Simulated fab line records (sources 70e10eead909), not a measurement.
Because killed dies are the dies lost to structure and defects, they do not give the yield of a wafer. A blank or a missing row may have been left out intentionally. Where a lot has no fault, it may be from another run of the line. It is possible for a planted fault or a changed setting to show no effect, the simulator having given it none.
fab line records	flow nand-harc
record: lots: 24	wafers: 72	last-day: 33
route steps=1302 shown A_STAIRCASE@704
lots that met no fault: from a run of the same line without faults
start-h: hours from the record's first day to the start of the lot's first wafer shown	wait-h: hours from the lot's prior step to this one	" as in the row above	L1.1+2: a row that stands for several wafers	- no value, or no start given	* or withheld: withheld	< > ~ a bound
route shown NAME@n: NAME is a module with steps in the file, n the number in the route of the first one	usual: the fault-free wafers' mean and standard deviation	same: alike in all rows	chamber/n: place in a boat	sites: each site's reading	_std_site: how widely they spread, as a standard deviation	_edge_site: mean of outer sites minus mean of inner sites	radius-mm: for every site, how far away it sits from the centre of the wafer	mask NAME#n: copy n	behind: the last tool/chamber to shape the wafer	hold: reason for holding the lot/hours on hold/outcome of the hold	device: the transistor (n, p or np) that didn't switch	end of line: tests run on the same wafers once the route is complete	a step given without rows: its recipe and nothing more	killed: at the first sort, the dies lost to defects and structure; wafer yield is something else	map: per-die view of a wafer (x killed, . not killed, _ where there is no die)
set.NAME: setting as actually run; set.NAME@STEP: the setting as run at that earlier step	model.NAME: the simulator's own value behind a step, which no gauge read
the route's steps for a sample of lots (tables are steps, rows are wafers)
services: from which hour (start-h, from the record's first day; less than 0 if before it) a tool's chamber was out of use, for how many hours, and why
== steps ==
step: NHARC_A_STAIRCASE_ETCH_190
recipe: target-depth-a: 1000	time-s: 40.5	ion-energy-ev: 400	c4f8-flow-sccm: 20	o2-flow-sccm: 10	ar-flow-sccm: withheld	rf-w: 600	bias-w: 1000	chemistry: C4F8/O2
usual: oes-product-au: 0.943/0.013	rf-vpp-V: 895/5.8
same: time-s: 40.5
lot.wafer	tool	chamber	start-h	wait-h	oes-product-au	rf-hours-counter-h	rf-vpp-V
L074.1	rie-diel-01	2	-	-	0.963	50	894
L074.6	"	0	"	"	0.950	-	898
L074.5	"	1	"	"	0.945	-	901
L075.4	rie-diel-03	0	-	-	0.959	27	887
L075.1	"	1	"	"	0.969	21	897
L075.5	"	3	"	"	0.955	-	890
L076.3	rie-diel-01	3	-	-	0.923	52	890
L076.4	"	0	"	"	0.928	48	899
L076.6	"	2	"	"	0.942	-	894
L078.1	rie-diel-03	0	-	-	0.940	37	888
L078.3	"	2	"	"	0.959	39	889
L078.6	"	0	"	"	0.941	-	887
L077.4	rie-diel-13	1	-	-	0.956	-	901
L077.6	"	2	"	"	0.944	-	903
L077.5	"	3	"	"	0.940	-	891
L079.4	rie-diel-03	2	-	-	0.962	41	889
L079.3	"	3	"	"	0.960	44	890
L079.5	"	3	"	"	0.961	-	889
L080.3	rie-diel-13	0	-	-	0.921	12	899
L080.4	"	2	"	"	0.948	20	904
L080.5	"	1	"	"	0.939	-	900
L081.4	rie-diel-03	2	-	-	0.960	44	889
L081.1	"	3	"	"	0.973	47	890
L081.6	"	0	"	"	0.959	-	888
L082.3	rie-diel-03	1	-	-	0.963	43	896
L082.1	"	3	"	"	0.961	50	892
L082.5	"	2	"	"	0.949	-	889
L083.2	rie-diel-13	0	-	-	0.931	21	900
L083.1	"	1	"	"	0.950	27	900
L083.6	"	2	"	"	0.954	-	903
L085.3	rie-diel-03	1	-	-	0.953	1	897
L085.5	"	2	"	"	0.933	-	889
L085.6	"	3	"	"	0.957	-	891
L084.1	rie-diel-13	3	-	-	0.941	35	890
L084.6	"	2	"	"	0.947	-	903
L084.5	"	3	"	"	0.935	-	890
L087.1	rie-diel-03	3	-	-	0.941	11	889
L087.6	"	1	"	"	0.927	-	896
L087.5	"	2	"	"	0.915	-	888
L088.1	rie-diel-03	0	-	-	0.922	13	905
L088.3	"	2	"	"	0.929	10	888
L088.6	"	0	"	"	0.928	-	905
L086.4	rie-diel-01	2	-	-	0.931	32	893
L086.2	"	1	"	"	0.954	37	901
L086.6	"	2	"	"	0.934	-	893
L089.2	rie-diel-03	2	-	-	0.955	11	888
L089.3	"	0	"	"	0.931	15	906
L089.5	"	2	"	"	0.943	-	888
L090.2	rie-diel-01	2	-	-	0.920	35	893
L090.3	"	0	"	"	0.921	44	898
L090.4	"	1	"	"	0.941	40	899
L092.1	rie-diel-01	1	-	-	0.952	47	900
L092.2	"	3	"	"	0.927	45	888
L092.5	"	0	"	"	0.936	-	895
L091.2	rie-diel-03	3	-	-	0.967	28	889
L091.6	"	1	"	"	0.967	-	896
L091.5	"	2	"	"	0.949	-	890
L093.4	rie-diel-03	2	-	-	0.936	30	890
L093.2	"	3	"	"	0.969	31	888
L093.5	"	1	"	"	0.943	-	897
L094.4	rie-diel-03	2	-	-	0.944	31	890
L094.3	"	0	"	"	0.933	32	905
L094.6	"	3	"	"	0.972	-	890
L096.1	rie-diel-13	2	-	-	0.942	20	902
L096.2	"	3	"	"	0.930	19	888
L096.5	"	1	"	"	0.924	-	899
L095.3	rie-diel-03	0	-	-	0.943	45	905
L095.5	"	0	"	"	0.947	-	905
L095.6	"	1	"	"	0.945	-	897
L097.4	rie-diel-13	2	-	-	0.950	24	901
L097.3	"	3	"	"	0.943	22	889
L097.5	"	1	"	"	0.928	-	900
step: NHARC_A_STAIRCASE_TRIM_220
recipe: time-s: 211.2	o2-flow-sccm: 500	ar-flow-sccm: 0	bias-w: 0	chemistry: O2
usual: drypump-motor-current-A: 5.8/0.35	mfc-ar-sccm: 0.008/0.0095	oes-product-au: 1.000/0.012	rf-vpp-V: 57.7/0.84	showerhead-plenum-p-Torr: 3.48/0.15	throttle-valve-pct: 17.037/0.0095
same: time-s: 211.2
lot.wafer	tool	chamber	start-h	wait-h	drypump-motor-current-A	mfc-ar-sccm	oes-product-au	rf-hours-counter-h	rf-vpp-V	showerhead-plenum-p-Torr	throttle-valve-pct
L074.1	rie-diel-01	1	363.46	0.1	5.7	0.010	1.010	52	58.6	3.65	17.038
L074.6	"	3	"	"	6.3	0	0.992	-	56.4	3.34	17.026
L074.5	"	0	"	"	5.9	0.027	0.998	-	57.4	3.58	17.038
L075.1	rie-diel-03	3	368.11	0.1	5.4	0	1.016	30	58.4	3.39	17.033
L075.4	"	1	"	"	5.7	0.024	1.022	22	56.9	3.57	17.047
L075.5	"	0	"	"	6.2	0.003	1.005	-	58.3	3.29	17.047
L076.3	rie-diel-03	1	372.42	0.1	5.7	0.024	1.018	24	58.4	3.57	17.023
L076.4	"	3	"	"	5.4	0	1.021	34	56.8	3.38	17.037
L076.6	"	1	"	"	5.7	0.024	1.026	-	57.9	3.56	17.008
L078.1	rie-diel-03	3	414.64	0.1	5.4	0	1.013	44	57.6	3.38	17.040
L078.3	"	1	"	"	5.7	0.024	1.021	38	59.0	3.56	17.041
L078.6	"	3	"	"	5.4	0	1.014	-	56.5	3.38	17.042
L077.4	rie-diel-01	3	416.27	0.1	6.3	0	0.980	8	58.2	3.33	17.052
L077.6	"	1	"	"	5.7	0.010	1.011	-	58.9	3.64	17.026
L077.5	"	2	"	"	5.9	0	1.007	-	57.5	3.46	17.027
L079.4	rie-diel-13	2	416.92	0.1	6.1	0.010	0.997	17	57.6	3.73	17.047
L079.3	"	3	"	"	5.1	0	0.984	17	56.8	3.35	17.033
L079.5	"	2	"	"	6.1	0.010	0.988	-	56.9	3.73	17.030
L080.3	rie-diel-01	2	428.87	0.1	5.9	0	0.990	10	57.2	3.46	17.027
L080.4	"	3	"	"	6.4	0	0.987	13	56.9	3.33	17.045
L080.5	"	2	"	"	5.9	0	0.996	-	57.8	3.46	17.041
L081.4	rie-diel-03	1	429.36	0.1	5.7	0.024	1.011	42	58.7	3.56	17.033
L081.1	"	0	"	"	6.2	0.003	1.004	46	57.2	3.28	17.039
L081.6	"	2	"	"	6.2	0.007	0.997	-	57.3	3.34	17.034
L082.3	rie-diel-03	0	442.59	3.5	6.2	0.003	0.999	54	58.3	3.28	17.016
L082.1	"	1	"	"	5.7	0.024	1.003	49	57.6	3.55	17.035
L082.5	"	3	"	"	5.4	0	1.019	-	56.6	3.37	17.020
L083.2	rie-diel-03	1	461.39	0.1	5.7	0.024	1.013	53	58.9	3.55	17.033
L083.1	"	0	"	"	6.2	0.003	1.001	58	56.7	3.27	17.046
L083.6	"	1	"	"	5.7	0.024	1.004	-	58.1	3.55	17.037
L085.3	rie-diel-01	0	479.65	0.1	5.9	0.027	0.996	30	56.7	3.56	17.031
L085.5	"	2	"	"	5.9	0	0.996	-	57.2	3.46	17.048
L085.6	"	3	"	"	6.4	0	0.991	-	58.0	3.32	17.036
L084.1	rie-diel-13	1	480.01	0.1	5.6	0.020	0.995	34	57.7	3.64	17.040
L084.6	"	3	"	"	5.1	0	0.988	-	57.6	3.34	17.051
L084.5	"	0	"	"	5.9	0.001	0.994	-	57.7	3.62	17.045
L087.1	rie-diel-01	0	506.34	0.1	5.9	0.027	0.995	41	56.9	3.55	17.047
L087.6	"	3	"	"	6.3	0	0.978	-	58.5	3.32	17.038
L087.5	"	0	"	"	5.9	0.027	0.982	-	57.3	3.55	17.042
L088.3	rie-diel-13	3	507.09	0.2	5.1	0	0.994	53	56.8	3.33	17.036
L088.1	"	0	"	"	5.9	0.001	0.981	45	57.0	3.61	17.044
L088.6	"	2	"	"	6.0	0.010	0.990	-	59.5	3.72	17.033
L086.4	rie-diel-13	0	508.80	0.1	5.9	0.001	0.988	46	57.6	3.61	17.041
L086.2	"	3	"	"	5.1	0	0.987	54	56.4	3.33	17.040
L086.6	"	1	"	"	5.6	0.020	0.996	-	58.7	3.63	17.034
L089.2	rie-diel-03	2	510.49	0.2	6.2	0.007	0.993	13	58.4	3.33	17.045
L089.3	"	3	"	"	5.4	0	1.016	14	57.8	3.36	17.027
L089.5	"	3	"	"	5.4	0	1.019	-	58.6	3.36	17.026
L090.3	rie-diel-01	1	517.32	0.4	5.7	0.010	1.005	42	56.7	3.62	17.036
L090.2	"	2	"	"	5.9	0	1.006	36	58.2	3.45	17.016
L090.4	"	0	"	"	5.9	0.027	0.991	45	57.8	3.55	17.027
L092.1	rie-diel-13	3	535.52	0.1	5.1	0	0.989	1	58.5	3.33	17.035
L092.2	"	1	"	"	5.5	0.020	0.995	1	58.6	3.63	17.034
L092.5	"	3	"	"	5.1	0	0.984	-	57.8	3.33	17.040
L091.2	rie-diel-01	2	535.97	0.1	5.9	0	0.997	44	57.5	3.45	17.021
L091.5	"	3	"	"	6.3	0	0.997	-	56.0	3.31	17.031
L091.6	"	0	"	"	5.9	0.027	0.991	-	58.5	3.55	17.025
L093.2	rie-diel-01	1	548.32	0.1	5.7	0.010	1.014	52	58.4	3.61	17.049
L093.4	"	1	"	"	5.7	0.010	1.013	-	58.3	3.61	17.031
L093.5	"	3	"	"	6.4	0	0.968	-	56.1	3.31	17.028
L094.4	rie-diel-03	1	548.82	0.1	5.7	0.024	1.000	32	58.1	3.53	17.030
L094.3	"	2	"	"	6.2	0.007	0.986	32	56.8	3.32	17.034
L094.6	"	0	"	"	6.2	0.003	1.005	-	59.7	3.79	17.041
L096.1	rie-diel-03	0	587.00	0.1	6.2	0.003	1.015	44	58.7	3.78	17.036
L096.2	"	2	"	"	6.2	0.007	0.994	47	58.1	3.32	17.052
L096.5	"	1	"	"	5.7	0.024	1.014	-	57.3	3.52	17.051
L095.3	rie-diel-13	3	591.48	0.1	5.1	0	0.969	21	57.6	3.32	17.039
L095.5	"	2	"	"	6.1	0.010	0.994	-	58.4	3.70	17.050
L095.6	"	3	"	"	5.1	0	0.981	-	56.7	3.32	17.037
L097.3	rie-diel-03	0	600.93	0.1	6.2	0.003	0.990	49	60.0	3.78	17.032
L097.4	"	2	"	"	6.2	0.007	0.985	50	58.2	3.31	17.038
L097.5	"	1	"	"	5.7	0.024	1.004	-	57.5	3.52	17.038
step: NHARC_A_STAIRCASE_ETCH_223
recipe: target-depth-a: 1000	time-s: 40.5	ion-energy-ev: 400	c4f8-flow-sccm: 20	o2-flow-sccm: 10	ar-flow-sccm: withheld	rf-w: 600	bias-w: 1000	chemistry: C4F8/O2
usual: oes-product-au: 0.944/0.017	rf-vpp-V: 895/5.5
same: time-s: 40.5
lot.wafer	tool	chamber	start-h	wait-h	oes-product-au	rf-hours-counter-h	rf-vpp-V
L074.1	rie-diel-01	0	-	-	0.948	47	898
L074.6	"	1	"	"	0.958	-	900
L074.5	"	2	"	"	0.970	-	893
L075.1	rie-diel-03	3	-	-	0.941	30	890
L075.4	"	0	"	"	0.932	28	888
L075.5	"	0	"	"	0.929	-	887
L076.3	rie-diel-03	0	-	-	0.969	30	886
L076.4	"	2	"	"	0.945	29	888
L076.6	"	3	"	"	0.962	-	891
L078.1	rie-diel-03	3	-	-	0.967	45	892
L078.3	"	0	"	"	0.950	42	887
L078.6	"	3	"	"	0.957	-	891
L077.4	rie-diel-01	3	-	-	0.927	8	888
L077.6	"	2	"	"	0.926	-	894
L077.5	"	3	"	"	0.926	-	890
L079.3	rie-diel-13	2	-	-	0.954	17	904
L079.4	"	3	"	"	0.946	17	889
L079.5	"	3	"	"	0.940	-	889
L080.4	rie-diel-01	3	-	-	0.933	13	888
L080.3	"	0	"	"	0.933	14	896
L080.5	"	3	"	"	0.933	-	888
L081.1	rie-diel-03	3	-	-	0.945	49	890
L081.4	"	1	"	"	0.970	42	897
L081.6	"	2	"	"	0.953	-	890
L082.3	rie-diel-03	0	-	-	0.943	55	886
L082.1	"	1	"	"	0.948	49	896
L082.5	"	3	"	"	0.952	-	891
L083.2	rie-diel-13	0	461.77	-	0.994	22	899
L083.1	"	2	"	"	0.999	31	903
L083.6	"	1	"	"	1.000	-	901
L085.3	rie-diel-01	0	-	-	0.935	30	897
L085.5	"	3	"	"	0.927	-	889
L085.6	"	0	"	"	0.930	-	898
L084.1	rie-diel-13	0	-	-	0.934	28	899
L084.5	"	1	"	"	0.935	-	900
L084.6	"	2	"	"	0.936	-	903
L087.1	rie-diel-01	1	-	-	0.951	38	899
L087.6	"	0	"	"	0.917	-	898
L087.5	"	1	"	"	0.940	-	900
L088.1	rie-diel-13	2	-	-	0.928	49	903
L088.3	"	3	"	"	0.910	53	888
L088.6	"	0	"	"	0.911	-	899
L086.2	rie-diel-13	0	-	-	0.926	46	900
L086.4	"	1	"	"	0.928	47	901
L086.6	"	3	"	"	0.925	-	887
L089.2	rie-diel-03	0	-	-	0.934	17	905
L089.3	"	2	"	"	0.941	13	888
L089.5	"	0	"	"	0.940	-	906
L090.2	rie-diel-01	2	-	-	0.934	36	893
L090.3	"	3	"	"	0.912	39	887
L090.4	"	1	"	"	0.943	42	899
L092.1	rie-diel-13	0	-	-	0.938	2	896
L092.2	"	3	"	"	0.944	1	887
L092.5	"	1	"	"	0.948	-	900
L091.2	rie-diel-01	3	-	-	0.952	47	888
L091.6	"	0	"	"	0.943	-	898
L091.5	"	1	"	"	0.952	-	897
L093.2	rie-diel-01	3	-	-	0.930	50	887
L093.5	"	1	"	"	0.952	-	899
L093.4	"	2	"	"	0.929	-	891
L094.3	rie-diel-03	1	-	-	0.959	32	895
L094.4	"	0	"	"	0.932	32	905
L094.6	"	1	"	"	0.956	-	896
L096.2	rie-diel-03	1	-	-	0.955	47	895
L096.1	"	2	"	"	0.944	47	888
L096.5	"	3	"	"	0.959	-	890
L095.3	rie-diel-13	1	-	-	0.928	22	898
L095.6	"	1	"	"	0.927	-	899
L095.5	"	2	"	"	0.946	-	902
L097.3	rie-diel-03	3	-	-	0.969	48	889
L097.4	"	1	"	"	0.939	52	894
L097.5	"	3	"	"	0.958	-	888
step: NHARC_A_STAIRCASE_ETCH_234
recipe: target-depth-a: 1000	time-s: 40.5	ion-energy-ev: 400	c4f8-flow-sccm: 20	o2-flow-sccm: 10	ar-flow-sccm: withheld	rf-w: 600	bias-w: 1000	chemistry: C4F8/O2
usual: oes-product-au: 0.943/0.014	rf-vpp-V: 895/5.8
same: time-s: 40.5
lot.wafer	tool	chamber	start-h	wait-h	oes-product-au	rf-hours-counter-h	rf-vpp-V
L074.1	rie-diel-01	1	-	-	0.955	53	900
L074.5	"	3	"	"	0.925	-	888
L074.6	"	0	"	"	0.957	-	899
L075.1	rie-diel-13	0	-	-	0.944	5	898
L075.4	"	3	"	"	0.966	5	889
L075.5	"	0	"	"	0.930	-	899
L076.3	rie-diel-03	1	-	-	0.976	25	898
L076.4	"	2	"	"	0.948	30	889
L076.6	"	1	"	"	0.972	-	899
L078.3	rie-diel-03	1	-	-	0.939	38	897
L078.1	"	0	"	"	0.928	43	886
L078.6	"	2	"	"	0.939	-	888
L077.4	rie-diel-03	3	-	-	0.945	46	888
L077.5	"	2	"	"	0.943	-	889
L077.6	"	3	"	"	0.939	-	890
L079.3	rie-diel-01	0	-	-	0.939	10	898
L079.4	"	2	"	"	0.942	8	894
L079.5	"	3	"	"	0.942	-	888
L080.3	rie-diel-13	2	-	-	0.941	21	904
L080.4	"	3	"	"	0.937	22	889
L080.5	"	2	"	"	0.945	-	904
L081.4	rie-diel-03	2	-	-	0.964	47	890
L081.1	"	0	"	"	0.932	46	887
L081.6	"	3	"	"	0.954	-	890
L082.1	rie-diel-13	3	-	-	0.936	26	890
L082.3	"	0	"	"	0.945	18	901
L082.5	"	3	"	"	0.932	-	888
L083.1	rie-diel-13	2	-	-	0.936	31	904
L083.2	"	0	"	"	0.929	22	898
L083.6	"	1	"	"	0.947	-	898
L085.3	rie-diel-01	1	-	-	0.962	29	900
L085.6	"	2	"	"	0.928	-	893
L085.5	"	3	"	"	0.917	-	888
L084.1	rie-diel-03	0	-	-	0.953	3	906
L084.6	"	3	"	"	0.971	-	891
L084.5	"	0	"	"	0.972	-	905
L087.1	rie-diel-01	3	-	-	0.934	37	887
L087.6	"	3	"	"	0.939	-	889
L087.5	"	0	"	"	0.937	-	895
L088.1	rie-diel-03	3	-	-	0.965	14	890
L088.3	"	2	"	"	0.936	12	888
L088.6	"	3	"	"	0.966	-	891
L086.2	rie-diel-13	2	-	-	0.928	51	903
L086.4	"	1	"	"	0.952	48	901
L086.6	"	2	"	"	0.939	-	904
L089.3	rie-diel-13	1	-	-	0.961	49	899
L089.2	"	2	"	"	0.953	51	903
L089.5	"	0	"	"	0.932	-	898
L090.2	rie-diel-13	0	-	-	0.911	50	899
L090.4	"	1	"	"	0.935	-	900
L090.3	"	0	"	"	0.917	-	898
L092.1	rie-diel-13	3	-	-	0.926	1	889
L092.2	"	0	"	"	0.940	2	898
L092.5	"	3	"	"	0.932	-	888
L091.2	rie-diel-01	1	-	-	0.946	50	899
L091.6	"	1	"	"	0.941	-	898
L091.5	"	2	"	"	0.948	-	894
L093.2	rie-diel-01	1	-	-	0.954	53	897
L093.5	"	2	"	"	0.931	-	892
L093.4	"	1	"	"	0.954	-	900
L094.3	rie-diel-03	2	-	-	0.953	32	887
L094.4	"	3	"	"	0.965	33	887
L094.6	"	2	"	"	0.942	-	888
L096.1	rie-diel-01	1	-	-	0.962	8	899
L096.2	"	2	"	"	0.960	3	892
L096.5	"	3	"	"	0.960	-	888
L095.3	rie-diel-01	2	-	-	0.939	4	892
L095.5	"	3	"	"	0.950	-	887
L095.6	"	0	"	"	0.935	-	897
L097.4	rie-diel-03	1	-	-	0.954	52	895
L097.3	"	2	"	"	0.926	51	889
L097.5	"	3	"	"	0.948	-	889
step: NHARC_A_STAIRCASE_DEP_280
recipe: target-thk-a: 300	target-thk-nm: 30	temp-c: 400	pressure-torr: 3.5	flow-sccm: 200	rf-w: 350	material: SiON
usual: heater-power-w: 790/89
lot.wafer	tool	chamber	start-h	wait-h	heater-power-w
L075.1	pecvd-04	1	390.04	1.6	862
L075.4	"	1	"	"	906
L075.5	"	0	"	"	799
L074.1	pecvd-03	1	390.06	1.7	827
L074.5	"	2	"	"	744
L074.6	"	0	"	"	745
L076.3	pecvd-03	2	391.80	0.9	758
L076.6	"	2	"	"	771
L076.4	"	1	"	"	805
L078.1	pecvd-04	2	434.88	1.6	853
L078.3	"	0	"	"	834
L078.6	"	1	"	"	1034
L077.4	pecvd-03	0	435.08	0.7	778
L077.6	"	1	"	"	800
L077.5	"	2	"	"	741
L079.3	pecvd-01	2	436.76	1.0	825
L079.4	"	1	"	"	838
L079.5	"	2	"	"	816
L080.3	pecvd-04	0	446.50	0.9	832
L080.5	"	0	"	"	847
L080.4	"	1	"	"	993
L081.1	pecvd-04	1	447.43	1.6	853
L081.4	"	2	"	"	783
L081.6	"	0	"	"	822
L082.3	pecvd-03	0	461.07	1.0	787
L082.1	"	1	"	"	733
L082.5	"	1	"	"	742
L083.2	pecvd-03	1	478.09	1.3	688
L083.1	"	0	"	"	844
L083.6	"	1	"	"	709
L084.1	pecvd-01	2	495.33	1.6	803
L084.6	"	1	"	"	828
L084.5	"	0	"	"	689
L085.3	pecvd-03	0	502.12	1.0	784
L085.6	"	1	"	"	810
L085.5	"	0	"	"	796
L087.1	pecvd-01	2	521.05	1.6	859
L087.5	"	0	"	"	669
L087.6	"	1	"	"	773
L088.1	pecvd-01	2	523.62	1.6	861
L088.3	"	0	"	"	597
L088.6	"	1	"	"	884
L086.2	pecvd-01	2	523.76	1.4	864
L086.6	"	2	"	"	887
L086.4	"	1	"	"	905
L089.3	pecvd-04	1	525.49	0.9	908
L089.2	"	0	"	"	772
L089.5	"	2	"	"	839
L090.2	pecvd-03	0	532.43	1.2	702
L090.3	"	2	"	"	701
L090.4	"	0	"	"	687
L092.1	pecvd-04	0	548.47	1.6	787
L092.2	"	2	"	"	798
L092.5	"	2	"	"	826
L091.2	pecvd-01	0	550.34	1.3	582
L091.5	"	0	"	"	599
L091.6	"	1	"	"	800
L093.2	pecvd-04	2	568.17	1.3	898
L093.5	"	1	"	"	935
L093.4	"	0	"	"	753
L094.4	pecvd-03	0	569.00	0.7	747
L094.3	"	1	"	"	720
L094.6	"	1	"	"	749
L096.1	pecvd-04	1	600.58	1.6	930
L096.2	"	2	"	"	875
L096.5	"	0	"	"	818
L095.3	pecvd-04	1	603.74	1.0	977
L095.5	"	0	"	"	757
L095.6	"	2	"	"	836
L097.3	pecvd-03	0	613.16	1.0	672
L097.4	"	2	"	"	738
L097.5	"	0	"	"	673
step: NHARC_A_STAIRCASE_ETCH_292
recipe: cf4-flow-sccm: 100	chf3-flow-sccm: 30	ar-flow-sccm: 0	rf-w: 500	bias-w: 200	chemistry: CF4/CHF3
usual: drypump-motor-current-A: 5.9/0.32	mfc-ar-sccm: 0.008/0.0097	oes-product-au: 0.931/0.019	rf-vpp-V: 370.3/2.5	showerhead-plenum-p-Torr: 1.56/0.067	throttle-valve-pct: 16.803/0.0095
lot.wafer	tool	chamber	start-h	wait-h	drypump-motor-current-A	mfc-ar-sccm	oes-product-au	rf-hours-counter-h	rf-vpp-V	showerhead-plenum-p-Torr	throttle-valve-pct
L074.1	rie-diel-01	1	390.94	0.1	5.7	0.010	0.954	0	373.3	1.63	16.802
L074.6	"	1	"	"	5.7	0.010	0.955	-	372.5	1.63	16.810
L074.5	"	2	"	"	5.9	0	0.953	-	370.0	1.55	16.799
L075.1	rie-diel-13	3	391.31	0.2	5.1	0	0.903	8	368.1	1.49	16.809
L075.4	"	2	"	"	6.0	0.010	0.915	8	374.0	1.67	16.802
L075.5	"	0	"	"	5.9	0.001	0.919	-	371.1	1.62	16.794
L076.4	rie-diel-01	2	392.86	0.1	5.9	0	0.962	0	370.1	1.55	16.796
L076.3	"	3	"	"	6.3	0	0.941	1	366.7	1.49	16.805
L076.6	"	2	"	"	5.9	0	0.952	-	368.3	1.55	16.782
L078.1	rie-diel-01	3	435.93	0.1	6.3	0	0.910	14	367.8	1.48	16.800
L078.3	"	0	"	"	5.9	0.027	0.897	16	370.9	1.59	16.814
L078.6	"	0	"	"	5.9	0.027	0.916	-	370.8	1.59	16.815
L077.4	rie-diel-13	3	436.12	0.1	5.0	0	0.899	23	367.1	1.49	16.812
L077.6	"	0	"	"	5.9	0.001	0.915	-	372.3	1.62	16.807
L077.5	"	1	"	"	5.6	0.020	0.927	-	371.9	1.63	16.798
L079.3	rie-diel-03	1	442.64	3.5	5.7	0.024	0.936	49	369.8	1.58	16.799
L079.4	"	3	"	"	5.4	0	0.932	56	368.2	1.50	16.797
L079.5	"	2	"	"	6.1	0.007	0.940	-	367.4	1.49	16.796
L080.3	rie-diel-03	2	447.46	0.1	6.1	0.007	0.922	53	367.3	1.49	16.801
L080.4	"	3	"	"	5.4	0	0.936	57	369.7	1.50	16.795
L080.5	"	1	"	"	5.7	0.024	0.933	-	371.1	1.58	16.796
L081.4	rie-diel-01	1	448.45	0.1	5.7	0.010	0.933	22	372.2	1.62	16.812
L081.1	"	3	"	"	6.3	0	0.908	20	368.2	1.48	16.818
L081.6	"	2	"	"	5.9	0	0.917	-	370.4	1.54	16.797
L082.1	rie-diel-01	2	462.11	0.1	5.9	0	0.921	20	370.0	1.54	16.807
L082.3	"	0	"	"	5.9	0.027	0.921	27	372.7	1.59	16.798
L082.5	"	2	"	"	5.9	0	0.925	-	369.2	1.54	16.791
L083.2	rie-diel-03	2	479.18	0.1	6.1	0.007	0.957	2	366.2	1.49	16.801
L083.1	"	1	"	"	5.7	0.024	0.976	2	371.4	1.58	16.805
L083.6	"	2	"	"	6.2	0.007	0.947	-	366.8	1.49	16.807
L084.1	rie-diel-01	3	496.25	0.1	6.3	0	0.914	31	365.7	1.48	16.810
L084.6	"	3	"	"	6.3	0	0.920	-	367.2	1.48	16.809
L084.5	"	0	"	"	6.0	0.027	0.905	-	371.3	1.59	16.817
L085.3	rie-diel-01	3	503.15	0.1	6.3	0	0.910	34	367.4	1.48	16.801
L085.5	"	0	"	"	5.9	0.027	0.919	-	369.1	1.58	16.786
L085.6	"	1	"	"	5.7	0.010	0.938	-	371.1	1.62	16.788
L087.1	rie-diel-03	3	522.08	0.1	5.4	0	0.936	20	368.5	1.50	16.807
L087.5	"	0	"	"	6.2	0.003	0.915	-	376.6	1.69	16.805
L087.6	"	1	"	"	5.7	0.024	0.938	-	369.7	1.58	16.805
L088.3	rie-diel-01	0	524.69	0.1	5.9	0.027	0.916	47	371.1	1.58	16.809
L088.1	"	1	"	"	5.6	0.010	0.930	43	372.2	1.61	16.798
L088.6	"	3	"	"	6.3	0	0.911	-	367.7	1.48	16.794
L086.4	rie-diel-03	2	524.87	0.1	6.2	0.007	0.932	21	366.7	1.48	16.814
L086.2	"	0	"	"	6.1	0.003	0.929	22	375.4	1.69	16.791
L086.6	"	1	"	"	5.7	0.024	0.934	-	369.0	1.58	16.817
L089.3	rie-diel-03	3	526.56	0.1	5.4	0	0.946	22	367.1	1.50	16.790
L089.2	"	1	"	"	5.7	0.024	0.927	22	371.0	1.58	16.805
L089.5	"	3	"	"	5.4	0	0.929	-	368.9	1.50	16.813
L090.3	rie-diel-01	2	533.62	0.2	5.9	0	0.923	43	372.1	1.54	16.815
L090.2	"	0	"	"	5.9	0.027	0.929	51	371.7	1.58	16.799
L090.4	"	1	"	"	5.7	0.010	0.933	48	372.1	1.61	16.805
L092.1	rie-diel-13	2	549.55	0.1	6.0	0.010	0.953	7	372.8	1.66	16.797
L092.2	"	3	"	"	5.1	0	0.972	6	367.2	1.48	16.815
L092.5	"	1	"	"	5.6	0.020	0.962	-	372.2	1.62	16.805
L091.2	rie-diel-01	3	551.40	0.1	6.3	0	0.939	51	367.9	1.47	16.811
L091.6	"	2	"	"	5.9	0	0.948	-	369.5	1.53	16.810
L091.5	"	1	"	"	5.7	0.010	0.988	-	372.4	1.61	16.808
L093.4	rie-diel-03	1	569.11	0.1	5.7	0.024	0.941	38	371.2	1.57	16.800
L093.2	"	0	"	"	6.1	0.003	0.938	36	374.3	1.69	16.799
L093.5	"	2	"	"	6.2	0.007	0.920	-	366.8	1.48	16.808
L094.3	rie-diel-13	1	570.08	0.1	5.6	0.020	0.919	13	374.5	1.62	16.800
L094.4	"	2	"	"	6.1	0.010	0.926	13	373.5	1.65	16.782
L094.6	"	0	"	"	5.9	0.001	0.922	-	373.5	1.60	16.792
L096.2	rie-diel-13	2	601.63	0.1	6.1	0.010	0.937	26	373.2	1.65	16.790
L096.1	"	3	"	"	5.1	0	0.923	23	367.7	1.48	16.798
L096.5	"	2	"	"	6.1	0.010	0.954	-	374.0	1.65	16.782
L095.3	rie-diel-03	0	604.81	0.1	6.1	0.003	0.913	50	373.9	1.69	16.787
L095.6	"	3	"	"	5.4	0	0.933	-	366.9	1.49	16.791
L095.5	"	0	"	"	6.1	0.003	0.921	-	373.1	1.69	16.813
L097.4	rie-diel-13	3	614.22	0.1	5.1	0	0.909	25	367.2	1.48	16.799
L097.3	"	0	"	"	5.9	0.001	0.918	26	371.8	1.60	16.811
L097.5	"	1	"	"	5.5	0.020	0.921	-	372.1	1.61	16.791
== services ==
tool	chamber	start-h	hours	kind
rie-diel-03	1	336.74	2.4	repair
pecvd-03	0	337.91	2.1	repair
rie-diel-03	-	339.64	0.6	repair
rie-diel-13	-	343.02	9.0	pm
rie-diel-03	0	343.11	-	clean
pecvd-03	-	366.24	13.0	pm
pecvd-01	2	374.59	10.6	repair
rie-diel-01	-	380.82	9.0	pm
pecvd-04	2	385.57	4.8	repair
rie-diel-01	-	396.72	0.4	repair
rie-diel-13	0	401.64	10.6	repair
pecvd-01	-	442.86	3.3	repair
pecvd-04	-	450.39	13.0	pm
rie-diel-03	-	461.71	9.0	pm
pecvd-04	-	463.51	1.0	repair
rie-diel-13	1	485.28	3.4	repair
pecvd-01	-	500.14	13.0	pm
rie-diel-13	3	517.00	2.9	repair
rie-diel-13	2	518.14	4.1	repair
rie-diel-13	-	520.08	9.0	pm
pecvd-03	-	547.24	13.0	pm
rie-diel-03	2	563.07	2.6	repair
rie-diel-01	2	573.91	10.4	repair
rie-diel-13	-	586.75	0.2	repair
== key ==
fault none
